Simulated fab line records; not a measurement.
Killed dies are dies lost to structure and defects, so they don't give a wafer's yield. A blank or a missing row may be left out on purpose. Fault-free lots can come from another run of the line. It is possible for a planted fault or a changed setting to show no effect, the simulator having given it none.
Chamber matching | flow nand-harc | 4 sister chambers for NHARC_A_SGD_CUT_ETCH_58 on rie-diel-13
The step etches the open film in CF4, target depth 39 nm, time 65 s. 18 wafers are shown with their chamber, then 9 later ones without.

== WAFERS WITH THEIR CHAMBER ==
wafer  | chamber | showerhead-plenum-p-Torr (Torr) | drypump-motor-current-A (A) | oes-product-au (a.u.)
L074.1 | 1       | 1.72                            | 4.8                         | 0.990
L074.2 | 2       | 1.85                            | 5.4                         | 1.012
L074.6 | 1       | 1.72                            | 4.8                         | 0.984
L076.2 | 3       | 1.70                            | 5.4                         | 0.994
L076.3 | 1       | 1.72                            | 4.8                         | 0.997
L076.6 | 0       | 1.66                            | 5.9                         | 0.992
L076.1 | 0       | 1.66                            | 5.9                         | 0.994
L076.4 | 2       | 1.85                            | 5.4                         | 1.012
L076.5 | 3       | 1.70                            | 5.4                         | 0.999
L082.1 | 0       | 1.66                            | 5.9                         | 0.985
L082.3 | 1       | 1.72                            | 4.8                         | 0.999
L082.5 | 2       | 1.84                            | 5.4                         | 1.005
L084.1 | 1       | 1.71                            | 4.8                         | 1.002
L084.4 | 0       | 1.66                            | 5.8                         | 0.987
L084.5 | 3       | 1.70                            | 5.4                         | 0.995
L088.2 | 0       | 1.66                            | 5.9                         | 0.996
L088.4 | 2       | 1.84                            | 5.3                         | 1.013
L088.6 | 0       | 1.66                            | 5.9                         | 0.995

SIGNATURES (means of the wafers above)
reading                  | chamber 0 | chamber 1 | chamber 2 | chamber 3 | scatter within a chamber
showerhead-plenum-p-Torr | 1.6600    | 1.7180    | 1.8450    | 1.7000    | 0.00359
drypump-motor-current-A  | 5.883     | 4.800     | 5.375     | 5.400     | 0.0336
oes-product-au           | 0.99150   | 0.99440   | 1.01050   | 0.99600   | 0.00514
Rule: for each reading, subtract the chamber's mean from the wafer's reading, divide by that reading's scatter and square the result; add these up over the readings and take the root, which gives the wafer's distance from the chamber. The wafer belongs to the nearest chamber; if the next one is less than 2 further off, it can't be placed. The scatter is the square root of a quotient: the sum, over the shown wafers, of each reading's squared deviation from its chamber's mean, divided by wafers minus chambers.

== WAFERS WITH NO CHAMBER GIVEN ==
wafer  | showerhead-plenum-p-Torr (Torr) | drypump-motor-current-A (A) | oes-product-au (a.u.)
L090.2 | 1.84                            | 5.4                         | 1.002
L090.4 | 1.70                            | 5.4                         | 0.997
L090.6 | 1.71                            | 4.8                         | 0.999
L092.1 | 1.71                            | 4.8                         | 1.004
L092.3 | 1.66                            | 5.9                         | 0.985
L092.5 | 1.71                            | 4.8                         | 1.003
L094.3 | 1.71                            | 4.8                         | 1.004
L094.4 | 1.70                            | 5.4                         | 0.994
L094.6 | 1.66                            | 5.8                         | 0.985

== WHICH CHAMBER EACH ONE RAN IN ==
wafer  | from the rows above | in truth
L090.2 | 2                   | 2
L090.4 | 3                   | 3
L090.6 | 1                   | 1
L092.1 | 1                   | 1
L092.3 | 0                   | 0
L092.5 | 1                   | 1
L094.3 | 1                   | 1
L094.4 | 3                   | 3
L094.6 | 0                   | 0
Placed correctly: 9 of 9. Number that these rows cannot place: 0. Number placed wrongly: 0.
